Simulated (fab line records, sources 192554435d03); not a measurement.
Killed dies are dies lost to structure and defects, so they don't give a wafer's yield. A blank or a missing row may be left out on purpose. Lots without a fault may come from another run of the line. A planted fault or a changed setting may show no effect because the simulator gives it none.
fab line records | flow n5_finfet
record lots=11 wafers=31 last_day=19
route steps=1938 shown BEOL_M10@1502 PASSIVATION@1936
lots that met no fault: from a run of the same line without faults
start_h: hours from the record's first day to the start of the lot's first wafer shown | wait_h: hours since the lot's step before | " the same as in the row above | L1.1+2: a row that stands for several wafers | - no value, or no start given | * or withheld: withheld | < > ~ a bound
route shown NAME@n: a module of which the file shows steps, and the number in the route of the first | usual: mean/standard deviation of fault-free wafers | same: alike in all rows | chamber/n: place in a boat | sites: the reading at each site | _std_site: their standard deviation | _edge_site: outer sites' mean less inner sites' | radius_mm: how far each site lies from the wafer's centre | mask NAME#n: copy n | behind: the tool/chamber that last shaped the wafer | hold: why the lot was held/for how many hours/how that ended | device: the transistor (n, p or np) that didn't switch | end of line: the same wafers' tests at the end of the route | a step without rows: its recipe alone | killed: dies lost to structure and defects at the first sort, not the wafer's yield | map: a wafer's dies, x killed, . not, _ none there
set.NAME: the setting as run; set.NAME@STEP: as run at that earlier step | model.NAME: the simulator's own value behind a step, which no gauge read
steps of the route over a sample of lots; a table a step, a row a wafer
services: from which hour (start_h, from the record's first day; less than 0 if before it) a tool's chamber was out of use, for how many hours, and why
## steps
# step N5_BEOL_M10_CD_MEAS_28
# recipe target_cd_nm=70 landing_energy_ev=500 detector=se_inlens polarity=opening
# usual cd_nm=69.4/1.2
# columns lot.wafer tool chamber start_h wait_h cd_nm
L572.2 cd_sem-02 0 230.21 - 70.2
L572.3 " 0 " " 71.5
L572.5 " 0 " " 70.3
L573.3 cd_sem-03 0 232.43 - 69.0
L573.4 " 0 " " 68.9
L573.6 " 0 " " 69.7
L574.1 cd_sem-01 0 240.95 - 69.5
L574.2 " 0 " " 69.2
L574.6 " 0 " " 70.4
L575.3 cd_sem-03 0 249.50 - 69.6
L575.4 " 0 " " 67.7
L575.5 " 0 " " 68.2
L576.1 cd_sem-02 0 249.67 - 70.1
L576.4 " 0 " " 69.2
L582.4 cd_sem-01 0 295.01 - 71.5
L582.5 " 0 " " 70.3
L582.6 " 0 " " 71.0
L583.3 cd_sem-03 0 302.91 - 70.4
L583.4 " 0 " " 69.9
L587.1 cd_sem-02 0 321.94 - 67.8
L587.2 " 0 " " 69.8
L587.6 " 0 " " 69.5
L585.3 cd_sem-03 0 323.36 - 67.5
L585.4 " 0 " " 68.6
L585.6 " 0 " " 69.2
L588.1 cd_sem-02 0 323.53 - 67.5
L588.2 " 0 " " 66.9
L588.4 " 0 " " 68.5
L590.1 cd_sem-02 0 349.76 - 70.8
L590.3 " 0 " " 69.4
L590.4 " 0 " " 68.7
# step N5_BEOL_M10_DESCUM_33
# recipe chemistry=O2 time_s=7.9 source_power_w=50 bias_power_w=20 pressure_mtorr=20 rf_frequency_hz=2.712e+07 temp_c=40 resist=CAR-ArF o2_flow_sccm=225
# usual drypump_motor_current_A=5.5/0.45 oes_product_au=0.78/0.072 rf_vpp_V=243.3/1.4 showerhead_plenum_p_Torr=2.11/0.078 throttle_valve_pct=20.43/0.17
# columns lot.wafer tool chamber start_h wait_h drypump_motor_current_A oes_product_au rf_hours_counter_h rf_vpp_V showerhead_plenum_p_Torr throttle_valve_pct
L572.2 rie_diel-04 3 230.84 0.6 5.7 0.70 217 244.4 2.16 20.42
L572.3 " 2 " " 4.7 0.86 37 244.9 2.12 20.41
L572.5 " 3 " " 5.6 0.70 - 243.2 2.16 20.43
L573.3 rie_diel-04 0 232.58 0.1 5.5 0.96 7 245.0 2.25 20.22
L573.4 " 3 " " 5.7 0.70 - 245.0 2.16 20.43
L573.6 " 0 " " 5.5 0.96 - 246.1 2.25 20.23
L574.1 rie_diel-01 0 241.04 0.0 6.2 0.74 147 242.4 2.02 20.69
L574.2 " 1 " " 5.7 0.78 117 241.8 2.02 20.22
L574.6 " 2 " " 5.6 0.78 - 242.3 2.11 20.33
L575.3 rie_diel-02 2 249.59 0.0 5.8 0.75 125 245.7 2.16 20.20
L575.4 " 1 " " 5.2 0.73 149 243.2 2.08 20.37
L575.5 " 0 " " 6.1 0.77 - 240.6 1.98 20.35
L576.1 rie_diel-04 2 249.88 0.2 4.7 0.86 45 244.5 2.12 20.41
L576.4 " 0 " " 5.6 0.94 - 246.5 2.25 20.23
L582.4 rie_diel-02 1 295.10 0.0 5.2 0.71 166 242.8 2.08 20.37
L582.5 " 0 " " 6.2 0.75 - 241.4 1.98 20.34
L582.6 " 1 " " 5.2 0.72 - 243.1 2.08 20.38
L583.3 rie_diel-02 2 303.00 0.0 5.8 0.74 145 244.2 2.15 20.22
L583.4 " 3 " " 4.9 0.80 91 243.3 2.14 20.73
L587.1 rie_diel-04 1 322.03 0.0 5.8 0.76 164 243.0 2.12 20.61
L587.2 " 0 " " 5.5 0.89 43 244.9 2.24 20.28
L587.6 " 0 " " 5.5 0.89 - 244.4 2.24 20.28
L585.3 rie_diel-02 3 323.57 0.2 4.9 0.79 99 243.3 2.14 20.74
L585.4 " 1 " " 5.2 0.71 176 242.6 2.07 20.40
L585.6 " 0 " " 6.2 0.74 - 243.2 1.97 20.37
L588.1 rie_diel-04 1 324.02 0.4 5.8 0.76 165 243.2 2.12 20.60
L588.2 " 2 " " 4.8 0.82 76 243.9 2.11 20.49
L588.4 " 0 " " 5.5 0.88 - 246.2 2.24 20.28
L590.1 rie_diel-01 2 350.14 0.3 5.6 0.74 148 243.5 2.10 20.39
L590.3 " 1 " " 5.8 0.75 154 240.8 2.01 20.27
L590.4 " 3 " " 5.4 0.71 189 241.6 2.00 20.73
# step N5_BEOL_M10_ETCH_65
# recipe chemistry=CF4 target=SiARC target_depth_a=390 mask_material=CAR-ArF time_s=65 ion_energy_ev=80 pressure_mtorr=40 source_w=545 bias_w=36 Ar_flow_sccm=100 cf4_flow_sccm=100 ends=cleared
# usual drypump_motor_current_A=5.5/0.45 etch_rf_on_time_s=64.7/2.5 oes_product_au=0.67/0.066 rf_vpp_V=184.2/1.2 showerhead_plenum_p_Torr=2.15/0.072 throttle_valve_pct=15.60/0.18
# columns lot.wafer tool chamber start_h wait_h drypump_motor_current_A etch_rf_on_time_s oes_product_au rf_hours_counter_h rf_vpp_V showerhead_plenum_p_Torr throttle_valve_pct
L572.2 rie_diel-04 3 230.87 0.0 5.6 64.5 0.61 217 184.3 2.21 15.76
L572.3 " 2 " " 4.7 62.7 0.77 37 183.5 2.18 15.66
L572.5 " 3 " " 5.6 64.9 0.60 - 186.1 2.21 15.76
L573.3 rie_diel-04 0 232.62 0.0 5.5 60.7 0.84 7 184.9 2.26 15.16
L573.4 " 3 " " 5.7 64.8 0.61 - 184.4 2.21 15.75
L573.6 " 0 " " 5.5 60.9 0.83 - 185.4 2.26 15.16
L574.1 rie_diel-01 0 241.07 0.0 6.2 63.5 0.64 147 183.0 2.06 15.77
L574.2 " 1 " " 5.7 66.7 0.66 117 182.9 2.08 15.50
L574.6 " 2 " " 5.6 65.3 0.66 - 183.4 2.14 15.43
L575.3 rie_diel-02 2 249.62 0.0 5.8 69.9 0.63 125 185.0 2.26 15.60
L575.4 " 1 " " 5.2 65.0 0.62 149 185.0 2.14 15.54
L575.5 " 0 " " 6.1 64.3 0.66 - 183.0 2.05 15.69
L576.1 rie_diel-04 2 249.92 0.0 4.7 64.0 0.74 45 184.2 2.18 15.67
L576.4 " 0 " " 5.6 61.8 0.81 - 186.3 2.26 15.18
L582.4 rie_diel-02 1 295.13 0.0 5.2 79.6 0.55 166 185.0 2.13 15.55
L582.5 " 0 " " 6.2 63.4 0.65 - 183.2 2.04 15.71
L582.6 " 1 " " 5.2 64.7 0.62 - 184.5 2.13 15.57
L583.3 rie_diel-02 2 303.03 0.0 5.8 69.7 0.62 145 186.4 2.25 15.66
L583.4 " 3 " " 4.9 79.3 0.61 91 184.9 2.15 15.62
L587.1 rie_diel-04 1 322.07 0.0 5.8 67.8 0.63 164 184.0 2.16 15.65
L587.2 " 0 " " 5.6 61.3 0.76 43 185.3 2.25 15.25
L587.6 " 0 " " 5.6 61.1 0.76 - 186.5 2.25 15.24
L585.3 rie_diel-02 3 323.60 0.0 4.9 64.4 0.68 99 183.7 2.15 15.62
L585.4 " 1 " " 5.2 80.4 0.54 176 183.8 2.13 15.58
L585.6 " 0 " " 6.1 64.4 0.64 - 182.7 2.04 15.72
L588.1 rie_diel-04 1 324.05 0.0 5.8 67.7 0.63 165 183.5 2.15 15.65
L588.2 " 2 " " 4.7 62.5 0.71 76 183.6 2.17 15.70
L588.4 " 0 " " 5.5 60.6 0.76 - 185.6 2.25 15.24
L590.1 rie_diel-01 2 350.18 0.0 5.6 63.8 0.65 148 183.5 2.12 15.48
L590.3 " 1 " " 5.7 66.0 0.64 154 181.7 2.07 15.56
L590.4 " 3 " " 5.4 65.7 0.60 189 182.2 2.06 15.93
# step N5_BEOL_M10_STRIP_36
# recipe chemistry=N2/H2 power_w=450 temp_c=40 pressure_mtorr=20 rf_frequency_hz=6e+07 overash_fraction=0.3 bias_power_w=7 h2_frac=0.5 n2_flow_sccm=200 h2_flow_sccm=200
# usual drypump_motor_current_A=5.5/0.45 oes_product_au=0.78/0.071 rf_vpp_V=59.1/1.8 showerhead_plenum_p_Torr=2.56/0.1 throttle_valve_pct=23.81/0.25
# columns lot.wafer tool chamber start_h wait_h drypump_motor_current_A oes_product_au rf_hours_counter_h rf_vpp_V showerhead_plenum_p_Torr throttle_valve_pct
L572.2 rie_diel-04 3 231.11 0.0 5.7 0.70 218 59.2 2.61 23.75
L572.3 " 2 " " 4.7 0.87 38 62.3 2.62 24.11
L572.5 " 3 " " 5.7 0.69 - 61.3 2.61 23.75
L573.3 rie_diel-04 0 232.85 0.0 5.5 0.96 7 62.5 2.73 23.73
L573.4 " 3 " " 5.7 0.69 - 59.5 2.61 23.79
L573.6 " 0 " " 5.6 0.95 - 59.4 2.73 23.73
L574.1 rie_diel-01 0 241.31 0.0 6.2 0.74 147 57.3 2.41 23.51
L574.2 " 1 " " 5.8 0.78 117 56.4 2.42 23.08
L574.6 " 2 " " 5.6 0.79 - 58.5 2.56 23.42
L575.3 rie_diel-02 2 249.86 0.0 5.8 0.75 125 58.8 2.68 24.10
L575.4 " 1 " " 5.2 0.72 149 60.5 2.54 23.78
L575.5 " 0 " " 6.1 0.77 - 58.8 2.41 23.58
L576.1 rie_diel-04 2 250.16 0.0 4.8 0.88 45 60.3 2.61 24.11
L576.4 " 0 " " 5.5 0.96 - 58.5 2.73 23.74
L582.4 rie_diel-02 1 295.37 0.0 5.2 0.71 166 55.6 2.53 23.80
L582.5 " 0 " " 6.1 0.75 - 57.0 2.41 23.65
L582.6 " 1 " " 5.2 0.71 - 60.9 2.53 23.83
L583.3 rie_diel-02 2 303.27 0.0 5.7 0.74 145 60.4 2.67 24.15
L583.4 " 3 " " 4.9 0.81 91 59.8 2.60 23.99
L587.1 rie_diel-04 1 322.30 0.0 5.8 0.76 165 61.0 2.54 23.64
L587.2 " 0 " " 5.5 0.89 43 60.3 2.72 23.79
L587.6 " 0 " " 5.6 0.87 - 57.9 2.71 23.77
L585.3 rie_diel-02 3 323.84 0.0 4.9 0.79 99 58.0 2.59 23.98
L585.4 " 1 " " 5.2 0.70 177 55.8 2.53 23.85
L585.6 " 0 " " 6.1 0.74 - 57.7 2.40 23.62
L588.1 rie_diel-04 1 324.29 0.0 5.8 0.76 166 57.7 2.54 23.66
L588.2 " 2 " " 4.8 0.81 76 62.0 2.60 24.18
L588.4 " 0 " " 5.6 0.87 - 61.8 2.71 23.74
L590.1 rie_diel-01 2 350.41 0.0 5.6 0.76 148 59.8 2.54 23.50
L590.3 " 1 " " 5.8 0.75 155 57.6 2.41 23.12
L590.4 " 3 " " 5.5 0.71 189 60.3 2.44 24.10
# step N5_PASSIVATION_PROBE_49
# usual defect_limited_yield=91.1/1.4 killed_at_M0_to_M3=34/11 killed_at_M4_up=14/5.6 killed_at_contacts=13/5.9 killed_at_front_end=40/11 killed_at_other=4/3.1 killed_dies=105/16 killed_open=68/11 killed_short=34/8.4 sort_bin_5_function=5.2/0.86 sort_bin_6_memory=3.2/0.7 sort_bin_8_speed=0.1/1.1 sort_n_pass=1074/21 sort_yield_pct=91.0/1.8
# same gross_dies=1180 killed_at_back_side=0 sort_bin_4_leakage[%]=0
# columns lot.wafer tool chamber start_h wait_h defect_limited_yield[%] killed_at_M0_to_M3 killed_at_M4_up killed_at_contacts killed_at_front_end killed_at_other killed_dies killed_open killed_short sort_bin_5_function[%] sort_bin_6_memory[%] sort_bin_8_speed[%] sort_n_pass sort_yield_pct[%]
L574.1 prober-02 - 295.38 0.0 90.3 35 10 23 44 2 114 70 44 5.2 4.2 0.3 1063 90.1
L574.2 prober-02 - 295.43 0.1 92.5 22 8 10 42 7 89 49 39 4.0 3.1 0.1 1091 92.5
L574.6 prober-02 - 295.63 0.3 91.5 46 10 5 38 1 100 64 36 5.8 2.3 0 1080 91.5
L576.1 prober-02 - 299.52 0.0 92.4 14 23 26 27 0 90 62 26 4.1 3.3 0.2 1088 92.2
L576.4 prober-02 - 299.67 0.2 90.2 41 13 21 40 1 116 65 47 5.8 3.1 0 1064 90.2
L575.3 prober-01 - 300.18 0.1 92.1 28 14 9 39 3 93 56 27 4.9 2.1 0 1087 92.1
L575.4 prober-01 - 300.23 0.2 93.1 31 10 11 27 2 81 52 29 4.4 2.3 0 1099 93.1
L575.5 prober-01 - 300.28 0.2 92.2 40 8 4 35 5 92 49 35 4.4 2.5 0 1088 92.2
L583.3 prober-02 - 353.92 0.1 90.6 44 11 12 40 4 111 70 41 5.5 3.4 0 1069 90.6
L583.4 prober-02 - 353.97 0.2 88.6 61 16 8 46 4 135 81 54 6.6 4.6 0 1045 88.6
L587.1 prober-02 - 381.47 0.0 91.5 41 16 15 27 1 100 57 38 4.5 3.6 0 1080 91.5
L587.2 prober-02 - 381.52 0.1 92.4 25 7 2 54 2 90 64 26 4.2 3.1 0 1090 92.4
L587.6 prober-02 - 381.72 0.3 91.1 42 10 12 40 1 105 73 32 5.3 3.4 0 1075 91.1
L590.1 prober-02 - 464.38 0.0 90.6 43 16 13 31 8 111 76 34 5.7 3.6 0 1069 90.6
L590.3 prober-02 - 464.48 0.1 91.3 22 17 13 46 5 103 72 31 5.7 2.8 0 1077 91.3
L590.4 prober-02 - 464.53 0.2 91.3 41 17 3 38 4 103 69 34 5.0 3.6 0 1077 91.3
# killed by level:class
L574.1 MOL_CONTACT_COAG:geometric_particle:open=21 FIN_SAQP:geometric_particle:open=12 BEOL_M0_SAQP:geometric_particle:open=10 BEOL_M0_SAQP:geometric_particle:short=9 GATE_CUT:geometric_particle:short=8 BEOL_M2:geometric_particle:open=5 FIN_SAQP:geometric_particle:short=4 BEOL_M5:geometric_particle:open=4
L574.2 FIN_SAQP:geometric_particle:short=10 GATE_CUT:geometric_particle:short=7 MOL_CONTACT_COAG:geometric_particle:open=6 BEOL_M2:geometric_particle:open=6 FIN_SAQP:geometric_particle:open=5 FIN_CUT:geometric_particle:short=4 DUMMY_GATE:geometric_particle:open=4 MOL_CONTACT_COAG:geometric_particle:short=4
L574.6 BEOL_M0_SAQP:geometric_particle:open=19 STI_FIN_REVEAL:geometric_particle:open=14 BEOL_M0_SAQP:geometric_particle:short=10 BEOL_M2:geometric_particle:open=7 GATE_CUT:geometric_particle:short=5 BEOL_M2:geometric_particle:short=5 FIN_SAQP:geometric_particle:open=4 STARTING-WAFER:geometric_particle:open=4
L576.1 MOL_CONTACT_COAG:geometric_particle:open=19 FIN_SAQP:geometric_particle:open=9 BEOL_M4:geometric_particle:open=9 FIN_SAQP:geometric_particle:short=7 MOL_CONTACT_COAG:geometric_particle:short=7 DUMMY_GATE:geometric_particle:open=4 BEOL_M8:geometric_particle:open=4 STI_FIN_REVEAL:geometric_particle:open=3
L576.4 MOL_CONTACT_COAG:geometric_particle:open=15 FIN_SAQP:geometric_particle:short=13 FIN_SAQP:geometric_particle:open=9 BEOL_M0_SAQP:geometric_particle:short=8 MOL_CONTACT_COAG:geometric_particle:short=6 BEOL_M1:geometric_particle:open=6 BEOL_M3:geometric_particle:open=6 BEOL_M5:geometric_particle:open=6
L575.3 BEOL_M0_SAQP:geometric_particle:open=10 HKMG_FIN:area_etch=8 MOL_CONTACT_COAG:geometric_particle:open=7 BEOL_M2:geometric_particle:open=7 DUMMY_GATE:geometric_particle:open=6 BEOL_M0_SAQP:geometric_particle:short=5 FIN_SAQP:geometric_particle:short=4 STARTING-WAFER:geometric_particle:short=4
L575.4 BEOL_M0_SAQP:geometric_particle:short=12 MOL_CONTACT_COAG:geometric_particle:open=10 FIN_SAQP:geometric_particle:open=6 STI_FIN_REVEAL:geometric_particle:open=6 FIN_SAQP:geometric_particle:short=5 BEOL_M2:geometric_particle:open=5 BEOL_M5:geometric_particle:open=4 BEOL_M1:geometric_particle:open=4
L575.5 BEOL_M2:geometric_particle:open=14 BEOL_M0_SAQP:geometric_particle:short=10 FIN_SAQP:geometric_particle:open=8 HKMG_FIN:area_etch=8 FIN_SAQP:geometric_particle:short=6 BEOL_M2:geometric_particle:short=6 BEOL_M0_SAQP:geometric_particle:open=5 BEOL_M7:geometric_particle:open=4
L583.3 BEOL_M0_SAQP:geometric_particle:short=16 BEOL_M0_SAQP:geometric_particle:open=11 MOL_CONTACT_COAG:geometric_particle:open=11 STI_FIN_REVEAL:geometric_particle:open=9 GATE_CUT:geometric_particle:short=9 FIN_SAQP:geometric_particle:open=6 BEOL_M2:geometric_particle:open=5 BEOL_M1:geometric_particle:open=5
L583.4 BEOL_M0_SAQP:geometric_particle:short=19 BEOL_M0_SAQP:geometric_particle:open=17 FIN_SAQP:geometric_particle:short=13 BEOL_M3:geometric_particle:open=12 BEOL_M4:geometric_particle:open=7 DUMMY_GATE:geometric_particle:open=6 GATE_CUT:geometric_particle:short=6 MOL_CONTACT_COAG:geometric_particle:open=6
L587.1 BEOL_M2:geometric_particle:open=10 MOL_CONTACT_COAG:geometric_particle:open=10 BEOL_M0_SAQP:geometric_particle:open=7 BEOL_M4:geometric_particle:open=7 BEOL_M0_SAQP:geometric_particle:short=6 MOL_CONTACT_COAG:geometric_particle:short=5 DUMMY_GATE:geometric_particle:open=4 BEOL_M1:geometric_particle:short=4
L587.2 STI_FIN_REVEAL:geometric_particle:open=20 FIN_SAQP:geometric_particle:open=9 GATE_CUT:geometric_particle:short=9 BEOL_M2:geometric_particle:open=7 GATE_CUT:geometric_particle:open=5 BEOL_M2:geometric_particle:short=4 DUMMY_GATE:geometric_particle:open=3 BEOL_M0_SAQP:geometric_particle:short=3
L587.6 STI_FIN_REVEAL:geometric_particle:open=17 MOL_CONTACT_COAG:geometric_particle:open=11 BEOL_M0_SAQP:geometric_particle:short=10 BEOL_M0_SAQP:geometric_particle:open=8 BEOL_M1:geometric_particle:open=7 BEOL_M4:geometric_particle:open=6 BEOL_M2:geometric_particle:open=5 BEOL_M3:geometric_particle:open=5
L590.1 BEOL_M2:geometric_particle:open=18 GATE_CUT:geometric_particle:short=9 MOL_CONTACT_COAG:geometric_particle:open=9 BEOL_M2:geometric_particle:short=8 BEOL_M1:geometric_particle:open=7 STI_FIN_REVEAL:geometric_particle:open=5 BEOL_M4:geometric_particle:open=5 MIM_TOP:geometric_particle:open=5
L590.3 MOL_CONTACT_COAG:geometric_particle:open=12 BEOL_M4:geometric_particle:open=12 STI_FIN_REVEAL:geometric_particle:open=10 FIN_SAQP:geometric_particle:open=8 BEOL_M3:geometric_particle:open=8 FIN_SAQP:geometric_particle:short=7 BEOL_M0_SAQP:geometric_particle:open=5 GATE_CUT:geometric_particle:short=4
L590.4 BEOL_M2:geometric_particle:open=12 BEOL_M0_SAQP:geometric_particle:open=8 STI_FIN_REVEAL:geometric_particle:open=7 BEOL_M0_SAQP:geometric_particle:short=7 FIN_SAQP:geometric_particle:open=6 DUMMY_GATE:geometric_particle:open=6 BEOL_M5:geometric_particle:open=6 FIN_SAQP:geometric_particle:short=5
## services
# columns tool chamber start_h hours kind
rie_diel-04 1 218.53 47.5 repair
rie_diel-02 2 251.79 2.0 repair
rie_diel-02 0 254.07 3.1 repair
rie_diel-04 1 304.65 10.7 repair
rie_diel-04 3 315.41 - clean
rie_diel-04 3 315.41 - consumable_replace:focus_ring
rie_diel-04 3 315.41 16.5 scheduled_down
rie_diel-04 3 315.41 16.5 vent_cycle
rie_diel-02 - 322.87 0.1 repair
rie_diel-04 - 344.56 3.4 repair
## key
first_sign step=N5_BEOL_M10_ETCH_65 reading=etch_rf_on_time_s direction=up sigmas=6 usual=* struck=*
effect none on later readings
met_at N5_BEOL_M10_ETCH_65
struck_lots L582,L583,L585
struck_wafers L582.4,L583.4,L585.4
not_acting_at N5_BEOL_M10_CD_MEAS_28,N5_BEOL_M10_DESCUM_33,N5_BEOL_M10_STRIP_36
onset_between 249.62 295.13
fault kind=process_parameter_drift tool=rie_diel-02 chamber=- onset_h=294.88 steps=N5_BEOL_M10_ETCH_65 channel=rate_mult offset=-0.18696 shape=step end_h=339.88 scope=struck_wafers_only
